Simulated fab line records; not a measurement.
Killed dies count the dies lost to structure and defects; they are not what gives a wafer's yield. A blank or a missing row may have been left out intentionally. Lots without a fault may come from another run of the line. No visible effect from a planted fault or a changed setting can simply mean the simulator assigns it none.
fab line records | flow nandHarc
record: lots: 6 | wafers: 18 | lastDay: 33
route steps=1302 shown P_GATE@137
lots that met no fault: taken from a fault-free run of the same line
startH: hours from the record's first day to the start of the lot's first wafer shown | waitH: hours since the lot's step before | " same as the row above | L1.1+2: one row covering several wafers at once | - no value present, or no start provided | * or withheld: withheld | < > ~ a bound
route shown NAME@n: NAME is a module with steps in the file, n the number in the route of the first one | usual: mean/standard deviation taken from wafers without a fault | same: alike in all rows | chamber/n: place in a boat | sites: the reading at each site | _std_site: standard deviation of those values | _edge_site: the outer-site mean with the inner-site mean subtracted | radiusMm: how far each site lies from the wafer's centre | mask NAME#n: copy n | behind: tool/chamber where the wafer was last shaped | hold: cause of the lot's hold/its duration in hours/its outcome | device: the n, p or np transistor that did not switch | end of line: the route-end tests of the same wafers | a step given without rows: its recipe and nothing more | killed: the dies lost at the first sort to structure and to defects; this is not the yield of the wafer | map: the dies of a wafer, with x for killed, . for not killed, _ for no die there
set.NAME: the setting that was run; set.NAME@STEP: the one run at that earlier step | model.NAME: the simulator's own value behind a step, which no gauge read
certain route steps with their lots: each step a table, each wafer a row
services: when a tool's chamber went out of use (startH, in hours from the record's first day, below 0 if earlier), for how many hours, and the reason
== steps ==
step: NHARC_P_GATE_EBR_22
step: NHARC_P_GATE_EXPOSE_23
recipe: na: 1.35 | targetCdNm: 120 | doseMj: 93.91 | maskId: P_GATE
step: NHARC_P_GATE_PEB_24
recipe: pebTempC: 100 | pebTimeS: 65
step: NHARC_P_GATE_DEVELOP_25
recipe: developTimeS: 35 | devTempC: 23
step: NHARC_P_GATE_CD_MEAS_26
recipe: targetCdNm: 120 | landingEnergyEv: 500
usual: cdNm: 119.8/0.54
lot.wafer | tool     | chamber | startH | waitH | cdNm
L157.2    | cdSem-02 | 0       | 148.90 | -     | 119.5
L157.3    | "        | 0       | "      | "     | 118.7
L157.5    | "        | 0       | "      | "     | 120.2
L159.1    | cdSem-03 | 0       | 164.76 | -     | 119.5
L159.2    | "        | 0       | "      | "     | 120.2
L159.6    | "        | 0       | "      | "     | 121.3
L167.3    | cdSem-01 | 0       | 246.11 | -     | 120.4
L167.4    | "        | 0       | "      | "     | 119.8
L167.5    | "        | 0       | "      | "     | 120.5
L170.2    | cdSem-03 | 0       | 278.03 | -     | 120.2
L170.3    | "        | 0       | "      | "     | 119.6
L170.5    | "        | 0       | "      | "     | 119.9
L171.1    | cdSem-01 | 0       | 298.50 | -     | 119.3
L171.3    | "        | 0       | "      | "     | 120.2
L171.5    | "        | 0       | "      | "     | 119.8
L173.1    | cdSem-02 | 0       | 316.87 | -     | 119.7
L173.3    | "        | 0       | "      | "     | 119.3
L173.5    | "        | 0       | "      | "     | 119.1
step: NHARC_P_GATE_OVL_MEAS_27
usual: overlayXNm: 0.2/0.74 | overlayYNm: -0.1/0.69
lot.wafer | tool       | chamber | startH | waitH | overlayXNm | overlayYNm
L157.2    | overlay-02 | -       | 148.99 | -     | 1.3        | -0.1
L157.3    | "          | -       | "      | "     | 1.3        | -0.5
L157.5    | "          | -       | "      | "     | 1.6        | -0.5
L159.1    | overlay-02 | -       | 164.85 | -     | 0.1        | 0.5
L159.2    | "          | -       | "      | "     | 0.4        | 0.7
L159.6    | "          | -       | "      | "     | 0.4        | 1.2
L167.3    | overlay-01 | -       | 246.19 | -     | -1.3       | 0.2
L167.4    | "          | -       | "      | "     | -0.4       | 0.8
L167.5    | "          | -       | "      | "     | -0.8       | 0.1
L170.2    | overlay-02 | -       | 278.11 | -     | -0.3       | -0.3
L170.3    | "          | -       | "      | "     | -0.5       | -0.1
L170.5    | "          | -       | "      | "     | -0.3       | -0.1
L171.1    | overlay-02 | -       | 298.60 | -     | -0.6       | -1.2
L171.3    | "          | -       | "      | "     | -0.4       | -0.2
L171.5    | "          | -       | "      | "     | -0.1       | -1.0
L173.1    | overlay-01 | -       | 316.96 | -     | -0.3       | 0.1
L173.3    | "          | -       | "      | "     | 0.4        | 0.1
L173.5    | "          | -       | "      | "     | 0.3        | 0.4
step: NHARC_P_GATE_INSPECT_28
usual: rawDefectCount: 5.9/2.8
lot.wafer | tool             | chamber | startH | waitH | rawDefectCount
L157.2    | defectInspect-01 | -       | 149.02 | 0.0   | 6
L157.3    | "                | -       | "      | "     | 6
L157.5    | "                | -       | "      | "     | 7
L159.1    | defectInspect-02 | -       | 164.89 | 0.0   | 10
L159.2    | "                | -       | "      | "     | 4
L159.6    | "                | -       | "      | "     | 5
L167.3    | defectInspect-01 | -       | 246.23 | 0.0   | 8
L167.4    | "                | -       | "      | "     | 9
L167.5    | "                | -       | "      | "     | 10
L170.2    | defectInspect-01 | -       | 278.15 | 0.0   | 6
L170.3    | "                | -       | "      | "     | 6
L170.5    | "                | -       | "      | "     | 6
L171.1    | defectInspect-01 | -       | 298.64 | 0.0   | 7
L171.3    | "                | -       | "      | "     | 11
L171.5    | "                | -       | "      | "     | 5
L173.1    | defectInspect-01 | -       | 317.00 | 0.0   | 4
L173.3    | "                | -       | "      | "     | 6
L173.5    | "                | -       | "      | "     | 11
step: NHARC_P_GATE_DESCUM_31
recipe: timeS: 3 | o2FlowSccm: 200 | arFlowSccm: 0 | biasPowerW: 0 | chemistry: O2
usual: drypumpMotorCurrentA: 5.4/0.41 | oesProductAu: 0.998/0.011 | rfVppV: 57.8/0.98 | showerheadPlenumPTorr: 1.90/0.097 | throttleValvePct: 11.311/0.0095
lot.wafer | tool       | chamber | startH | waitH | drypumpMotorCurrentA | oesProductAu | rfHoursCounterH | rfVppV | showerheadPlenumPTorr | throttleValvePct
L157.3    | rieDiel-07 | 3       | 149.08 | 0.1   | 5.3                  | 0.992        | 1               | 58.0   | 2.05                  | 11.321
L157.2    | "          | 1       | "      | "     | 5.1                  | 1.008        | 1               | 56.9   | 1.83                  | 11.314
L157.5    | "          | 0       | "      | "     | 5.4                  | 0.969        | -               | 56.3   | 1.81                  | 11.317
L159.2    | rieDiel-05 | 2       | 164.97 | 0.1   | 6.3                  | 0.997        | 7               | 58.4   | 1.93                  | 11.295
L159.1    | "          | 3       | "      | "     | 5.0                  | 0.990        | 7               | 58.7   | 2.02                  | 11.310
L159.6    | "          | 1       | "      | "     | 5.3                  | 0.982        | -               | 56.2   | 1.78                  | 11.314
L167.3    | rieDiel-05 | 3       | 246.30 | 0.1   | 5.0                  | 0.988        | 1               | 58.4   | 2.02                  | 11.285
L167.4    | "          | 0       | "      | "     | 5.6                  | 0.990        | 1               | 57.1   | 1.86                  | 11.313
L167.5    | "          | 2       | "      | "     | 6.2                  | 1.002        | -               | 57.0   | 1.93                  | 11.298
L170.2    | rieDiel-07 | 0       | 278.21 | 0.1   | 5.4                  | 0.985        | 5               | 58.9   | 1.81                  | 11.309
L170.3    | "          | 2       | "      | "     | 5.9                  | 1.001        | 6               | 56.9   | 2.02                  | 11.310
L170.5    | "          | 1       | "      | "     | 5.1                  | 1.005        | -               | 56.1   | 1.82                  | 11.316
L171.3    | rieDiel-05 | 1       | 298.71 | 0.1   | 5.3                  | 0.995        | 4               | 56.5   | 1.78                  | 11.310
L171.1    | "          | 2       | "      | "     | 6.3                  | 1.005        | 5               | 58.7   | 1.93                  | 11.320
L171.5    | "          | 0       | "      | "     | 5.6                  | 0.982        | -               | 57.4   | 1.86                  | 11.306
L173.3    | rieDiel-07 | 1       | 317.06 | 0.1   | 5.1                  | 1.004        | 2               | 56.5   | 1.82                  | 11.298
L173.1    | "          | 3       | "      | "     | 5.4                  | 0.999        | 1               | 58.0   | 2.05                  | 11.302
L173.5    | "          | 1       | "      | "     | 5.1                  | 0.995        | -               | 56.9   | 1.82                  | 11.305
step: NHARC_P_GATE_ETCH_104
recipe: targetDepthA: 600 | timeS: withheld | cf4FlowSccm: 100 | chf3FlowSccm: 30 | arFlowSccm: 0 | rfW: 500 | biasW: 200 | chemistry: CF4/CHF3
usual: drypumpMotorCurrentA: 5.4/0.42 | oesProductAu: 0.950/0.021 | rfVppV: 370.5/2.6 | showerheadPlenumPTorr: 1.57/0.075 | throttleValvePct: 16.803/0.0092
lot.wafer | tool       | chamber | startH | waitH | drypumpMotorCurrentA | oesProductAu | rfVppV | showerheadPlenumPTorr | throttleValvePct
L157.2    | rieDiel-07 | 2       | 149.17 | 0.1   | 5.9                  | 0.926        | 374.4  | 1.66                  | 16.806
L157.3    | "          | 3       | "      | "     | 5.3                  | 0.916        | 375.5  | 1.68                  | 16.795
L157.5    | "          | 0       | "      | "     | 5.4                  | 0.901        | 368.6  | 1.49                  | 16.807
L159.1    | rieDiel-05 | 1       | 165.04 | 0.1   | 5.3                  | 0.936        | 366.5  | 1.47                  | 16.808
L159.2    | "          | 2       | "      | "     | 6.3                  | 0.947        | 370.1  | 1.59                  | 16.793
L159.6    | "          | 2       | "      | "     | 6.2                  | 0.952        | 372.5  | 1.59                  | 16.801
L167.3    | rieDiel-05 | 0       | 246.38 | 0.1   | 5.6                  | 0.966        | 369.5  | 1.53                  | 16.800
L167.4    | "          | 1       | "      | "     | 5.3                  | 0.974        | 366.5  | 1.47                  | 16.820
L167.5    | "          | 0       | "      | "     | 5.6                  | 0.966        | 368.9  | 1.53                  | 16.811
L170.3    | rieDiel-07 | 0       | 278.30 | 0.1   | 5.4                  | 0.922        | 366.9  | 1.49                  | 16.799
L170.2    | "          | 2       | "      | "     | 5.9                  | 0.926        | 373.5  | 1.66                  | 16.806
L170.5    | "          | 1       | "      | "     | 5.1                  | 0.942        | 368.0  | 1.50                  | 16.795
L171.3    | rieDiel-05 | 2       | 298.79 | 0.1   | 6.3                  | 0.978        | 371.0  | 1.58                  | 16.805
L171.1    | "          | 0       | "      | "     | 5.6                  | 0.941        | 368.8  | 1.53                  | 16.803
L171.5    | "          | 2       | "      | "     | 6.3                  | 0.970        | 371.1  | 1.58                  | 16.819
L173.1    | rieDiel-07 | 0       | 317.15 | 0.1   | 5.4                  | 0.967        | 369.9  | 1.49                  | 16.798
L173.3    | "          | 2       | "      | "     | 5.9                  | 0.956        | 373.4  | 1.66                  | 16.816
L173.5    | "          | 0       | "      | "     | 5.4                  | 0.974        | 366.9  | 1.49                  | 16.794
step: NHARC_P_GATE_HM_OPEN_105
recipe: targetDepthA: 3600 | o2FlowSccm: 400 | cosFlowSccm: 20 | arFlowSccm: 0 | rfW: 500 | biasW: 300 | chemistry: O2/COS
usual: drypumpMotorCurrentA: 5.4/0.41 | oesProductAu: 0.998/0.012 | rfVppV: 467/3.3 | showerheadPlenumPTorr: 3.10/0.15 | throttleValvePct: 28.330/0.0089
lot.wafer | tool       | chamber | startH | waitH | drypumpMotorCurrentA | oesProductAu | rfHoursCounterH | rfVppV | showerheadPlenumPTorr | throttleValvePct
L157.3    | rieDiel-07 | 2       | -      | -     | 5.9                  | 1.000        | 1               | 471    | 3.29                  | 28.331
L157.2    | "          | 0       | "      | "     | 5.4                  | 0.983        | 1               | 464    | 2.96                  | 28.333
L157.5    | "          | 2       | "      | "     | 5.9                  | 0.992        | -               | 471    | 3.29                  | 28.343
L159.1    | rieDiel-05 | 3       | -      | -     | 5.0                  | 0.986        | 7               | 470    | 3.29                  | 28.341
L159.2    | "          | 0       | "      | "     | 5.6                  | 0.986        | 7               | 466    | 3.04                  | 28.350
L159.6    | "          | 2       | "      | "     | 6.3                  | 0.999        | -               | 466    | 3.15                  | 28.336
L167.4    | rieDiel-05 | 2       | -      | -     | 6.3                  | 1.003        | 1               | 469    | 3.15                  | 28.344
L167.3    | "          | 3       | "      | "     | 5.0                  | 0.999        | 1               | 471    | 3.29                  | 28.334
L167.5    | "          | 2       | "      | "     | 6.2                  | 0.996        | -               | 468    | 3.15                  | 28.316
L170.3    | rieDiel-07 | 1       | -      | -     | 5.1                  | 1.016        | 5               | 464    | 2.98                  | 28.323
L170.2    | "          | 2       | "      | "     | 5.9                  | 1.000        | 6               | 471    | 3.29                  | 28.333
L170.5    | "          | 1       | "      | "     | 5.1                  | 1.012        | -               | 465    | 2.98                  | 28.340
L171.3    | rieDiel-05 | 1       | -      | -     | 5.3                  | 0.983        | 4               | 464    | 2.92                  | 28.336
L171.1    | "          | 3       | "      | "     | 5.0                  | 0.994        | 5               | 471    | 3.29                  | 28.322
L171.5    | "          | 0       | "      | "     | 5.6                  | 0.984        | -               | 465    | 3.04                  | 28.315
L173.1    | rieDiel-07 | 2       | -      | -     | 5.9                  | 0.993        | 2               | 470    | 3.29                  | 28.325
L173.3    | "          | 0       | "      | "     | 5.4                  | 0.999        | 1               | 464    | 2.96                  | 28.319
L173.5    | "          | 1       | "      | "     | 5.1                  | 1.014        | -               | 466    | 2.98                  | 28.328
step: NHARC_P_GATE_STRIP_106
recipe: o2FlowSccm: 400 | cosFlowSccm: 20 | arFlowSccm: 0 | biasW: 0 | chemistry: O2/COS
step: NHARC_P_GATE_ETCH_114
recipe: targetDepthA: 300 | overetchA: 30 | timeS: 16.5 | ionEnergyEv: 100 | cf4FlowSccm: 80 | o2FlowSccm: 20 | arFlowSccm: 0 | rfW: 300 | biasW: 100 | chemistry: CF4/O2
usual: drypumpMotorCurrentA: 5.4/0.42 | oesProductAu: 0.998/0.011 | rfVppV: 197.7/1.7 | showerheadPlenumPTorr: 1.33/0.066 | throttleValvePct: 13.398/0.0094 | timeS: 16.5/0
lot.wafer | tool       | chamber | startH | waitH | drypumpMotorCurrentA | oesProductAu | rfHoursCounterH | rfVppV | showerheadPlenumPTorr | throttleValvePct | timeS
L157.3    | rieDiel-07 | 0       | -      | -     | 5.4                  | 0.998        | 1               | 195.8  | 1.27                  | 13.403           | 16.5
L157.2    | "          | 1       | "      | "     | 5.1                  | 1.013        | 2               | 195.4  | 1.28                  | 13.417           | 16.5
L157.5    | "          | 0       | "      | "     | 5.4                  | 0.992        | -               | 196.4  | 1.27                  | 13.382           | 16.5
L159.1    | rieDiel-05 | 3       | -      | -     | 5.0                  | 0.999        | 7               | 199.9  | 1.41                  | 13.383           | 16.5
L159.2    | "          | 0       | "      | "     | 5.6                  | 0.997        | 7               | 196.3  | 1.30                  | 13.405           | 16.5
L159.6    | "          | 3       | "      | "     | 5.0                  | 1.004        | -               | 200.1  | 1.41                  | 13.392           | 16.5
L167.4    | rieDiel-05 | 2       | -      | -     | 6.2                  | 1.014        | 1               | 198.0  | 1.35                  | 13.395           | 16.5
L167.3    | "          | 3       | "      | "     | 5.0                  | 0.991        | 1               | 198.8  | 1.41                  | 13.387           | 16.5
L167.5    | "          | 3       | "      | "     | 5.0                  | 1.004        | -               | 198.7  | 1.41                  | 13.403           | 16.5
L170.2    | rieDiel-07 | 2       | -      | -     | 5.8                  | 1.002        | 6               | 200.0  | 1.41                  | 13.402           | 16.5
L170.3    | "          | 3       | "      | "     | 5.3                  | 1.002        | 5               | 199.9  | 1.43                  | 13.406           | 16.5
L170.5    | "          | 1       | "      | "     | 5.1                  | 1.014        | -               | 195.1  | 1.27                  | 13.388           | 16.5
L171.1    | rieDiel-05 | 3       | -      | -     | 5.0                  | 0.970        | 5               | 199.0  | 1.41                  | 13.402           | 16.5
L171.3    | "          | 0       | "      | "     | 5.6                  | 0.974        | 5               | 196.7  | 1.30                  | 13.415           | 16.5
L171.5    | "          | 2       | "      | "     | 6.3                  | 1.004        | -               | 198.3  | 1.34                  | 13.405           | 16.5
L173.1    | rieDiel-07 | 2       | -      | -     | 5.8                  | 1.003        | 2               | 199.2  | 1.41                  | 13.413           | 16.5
L173.3    | "          | 0       | "      | "     | 5.4                  | 1.000        | 1               | 196.2  | 1.26                  | 13.402           | 16.5
L173.5    | "          | 2       | "      | "     | 5.8                  | 1.002        | -               | 198.9  | 1.41                  | 13.386           | 16.5
step: NHARC_P_GATE_ETCH_32
recipe: targetDepthA: 1500 | overEtchFrac: 1 | overEtchIonEnergyEv: 40 | timeS: 100.1 | hbrFlowSccm: 150 | cl2FlowSccm: 50 | rfW: 400 | icpW: 400 | biasW: 100 | chemistry: HBr/Cl2
usual: drypumpMotorCurrentA: 5.7/0.46 | heBacksideLeakSccm: 2.59/0.24 | oesProductAu: 0.999/0.0091 | throttleValvePct: 26.406/0.0094 | timeS: 100.1/0
lot.wafer | tool     | chamber | startH | waitH | drypumpMotorCurrentA | heBacksideLeakSccm | oesProductAu | rfHoursCounterH | throttleValvePct | timeS
L157.2    | rieSi-01 | 0       | 149.54 | -     | 5.9                  | 2.35               | 0.987        | 0.71            | 26.403           | 100.1
L157.3    | "        | 1       | "      | "     | 5.3                  | 2.39               | 1.002        | 0.65            | 26.392           | 100.1
L157.5    | "        | 0       | "      | "     | 5.9                  | 2.45               | 0.985        | -               | 26.396           | 100.1
L159.2    | rieSi-03 | 2       | 165.44 | -     | 5.4                  | 2.35               | 0.995        | 0.64            | 26.422           | 100.1
L159.1    | "        | 3       | "      | "     | 5.5                  | 2.96               | 0.984        | 0.65            | 26.404           | 100.1
L159.6    | "        | 0       | "      | "     | 5.0                  | 2.78               | 0.987        | -               | 26.398           | 100.1
L167.4    | rieSi-03 | 3       | 246.76 | -     | 5.5                  | 2.87               | 0.994        | 0.06            | 26.399           | 107.63
L167.3    | "        | 0       | "      | "     | 5.0                  | 2.83               | 1.009        | 0.11            | 26.399           | 107.63
L167.5    | "        | 3       | "      | "     | 5.5                  | 2.86               | 0.993        | -               | 26.404           | 100.1
L170.2    | rieSi-03 | 2       | 278.69 | -     | 5.4                  | 2.45               | 1.020        | 0.36            | 26.413           | 100.1
L170.3    | "        | 3       | "      | "     | 5.5                  | 2.84               | 0.991        | 0.30            | 26.417           | 107.63
L170.5    | "        | 2       | "      | "     | 5.4                  | 2.41               | 1.010        | -               | 26.407           | 100.1
L171.3    | rieSi-01 | 2       | 299.18 | -     | 5.5                  | 2.66               | 1.006        | 0.52            | 26.393           | 100.1
L171.1    | "        | 1       | "      | "     | 5.3                  | 2.36               | 1.008        | 0.53            | 26.395           | 100.1
L171.5    | "        | 3       | "      | "     | 6.5                  | 2.47               | 0.999        | -               | 26.401           | 100.1
L173.3    | rieSi-01 | 1       | 317.52 | -     | 5.3                  | 2.44               | 1.011        | 0.65            | 26.408           | 100.1
L173.1    | "        | 2       | "      | "     | 5.6                  | 2.75               | 0.991        | 0.70            | 26.410           | 100.1
L173.5    | "        | 1       | "      | "     | 5.3                  | 2.35               | 1.007        | -               | 26.410           | 100.1
step: NHARC_P_GATE_STRIP_108
recipe: o2FlowSccm: 500 | arFlowSccm: 0 | biasW: 0 | chemistry: O2
usual: drypumpMotorCurrentA: 5.4/0.41 | oesProductAu: 1.000/0.011 | rfVppV: 57.8/0.9 | showerheadPlenumPTorr: 3.50/0.17 | throttleValvePct: 17.036/0.0098
lot.wafer | tool       | chamber | startH | waitH | drypumpMotorCurrentA | oesProductAu | rfHoursCounterH | rfVppV | showerheadPlenumPTorr | throttleValvePct
L157.2    | rieDiel-07 | 2       | 149.70 | -     | 5.8                  | 0.984        | 1.4             | 58.5   | 3.72                  | 17.035
L157.3    | "          | 0       | "      | "     | 5.4                  | 0.992        | 1.2             | 57.5   | 3.35                  | 17.041
L157.5    | "          | 3       | "      | "     | 5.4                  | 0.992        | -               | 58.1   | 3.77                  | 17.034
L159.1    | rieDiel-08 | 0       | 165.57 | -     | 5.9                  | 1.017        | 6.6             | 57.7   | 3.31                  | 17.036
L159.2    | "          | 2       | "      | "     | 5.4                  | 0.999        | 7.3             | 57.5   | 3.63                  | 17.034
L159.6    | "          | 1       | "      | "     | 4.9                  | 1.003        | -               | 56.4   | 3.35                  | 17.026
L167.4    | rieDiel-07 | 1       | 246.95 | -     | 5.1                  | 1.016        | 4.0             | 59.2   | 3.38                  | 17.045
L167.3    | "          | 2       | "      | "     | 5.8                  | 1.002        | 4.2             | 57.5   | 3.72                  | 17.042
L167.5    | "          | 3       | "      | "     | 5.3                  | 1.003        | -               | 59.0   | 3.77                  | 17.007
L170.2    | rieDiel-08 | 0       | 278.85 | -     | 5.9                  | 1.022        | 7.7             | 56.5   | 3.31                  | 17.035
L170.3    | "          | 1       | "      | "     | 4.9                  | 0.990        | 9.1             | 56.4   | 3.34                  | 17.023
L170.5    | "          | 3       | "      | "     | 4.8                  | 1.003        | -               | 57.8   | 3.62                  | 17.023
L171.3    | rieDiel-08 | 0       | 299.34 | -     | 5.8                  | 1.019        | 8.4             | 57.6   | 3.31                  | 17.027
L171.1    | "          | 2       | "      | "     | 5.4                  | 1.002        | 8.7             | 59.0   | 3.62                  | 17.035
L171.5    | "          | 0       | "      | "     | 5.8                  | 1.025        | -               | 58.5   | 3.31                  | 17.026
L173.3    | rieDiel-08 | 1       | 317.68 | -     | 4.9                  | 0.991        | 10.5            | 58.0   | 3.34                  | 17.050
L173.1    | "          | 2       | "      | "     | 5.4                  | 1.001        | 9.4             | 58.0   | 3.62                  | 17.039
L173.5    | "          | 1       | "      | "     | 4.9                  | 0.999        | -               | 57.8   | 3.34                  | 17.051
== services ==
tool       | chamber | startH | hours | kind
rieDiel-07 | 0       | 126.20 | -     | clean
rieDiel-07 | 1       | 126.20 | -     | clean
rieDiel-07 | 2       | 126.20 | -     | clean
rieDiel-07 | 3       | 126.20 | -     | clean
rieSi-03   | 1       | 138.18 | 1.4   | repair
rieDiel-07 | 0       | 150.70 | -     | clean
rieDiel-07 | 1       | 150.70 | -     | clean
rieDiel-07 | 2       | 150.70 | -     | clean
rieDiel-07 | 3       | 150.70 | -     | clean
rieSi-01   | 2       | 151.25 | 2.7   | repair
rieSi-03   | 0       | 166.74 | 4.8   | repair
rieDiel-07 | 0       | 175.20 | -     | clean
rieDiel-07 | 1       | 175.20 | -     | clean
rieDiel-08 | -       | 190.80 | 9.0   | pm
rieSi-01   | -       | 193.00 | 9.0   | pm
rieSi-03   | -       | 221.00 | 9.0   | pm
rieDiel-05 | 0       | 228.13 | 5.4   | repair
rieDiel-05 | -       | 229.80 | 9.0   | pm
rieDiel-08 | 3       | 238.97 | 2.2   | repair
rieDiel-07 | 3       | 252.65 | 3.6   | repair
rieSi-03   | 3       | 262.58 | 3.8   | repair
rieDiel-07 | -       | 281.58 | 0.6   | repair
rieSi-01   | 0       | 288.43 | 2.5   | repair
rieDiel-07 | -       | 294.20 | 9.0   | pm
== key ==
firstSign: step: NHARC_P_GATE_ETCH_32 | reading: timeS | direction: up | sigmas: 99+ | usual: * | struck: *
effect none on later readings
metAt NHARC_P_GATE_ETCH_32
struckWafers L167.3,L167.4,L170.3
testerLeftOut L167,L170
onsetBetween 165.44 246.76
fault: kind: processParameterDrift | tool: rieSi-03 | chamber: - | onsetH: 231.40 | steps: NHARC_P_GATE_ETCH_32 | channel: timeS | offset: * | shape: step | endH: 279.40 | scope: struckWafersOnly | actsIn: * | stated: *
testerLeftOut: of these lots the tester's yield and bins aren't shown, on N5 and GAA mostly nor the transistor test; their killed dies are dies lost to structure and defects alone, not to doping, threshold or leakage, so they don't give the yield
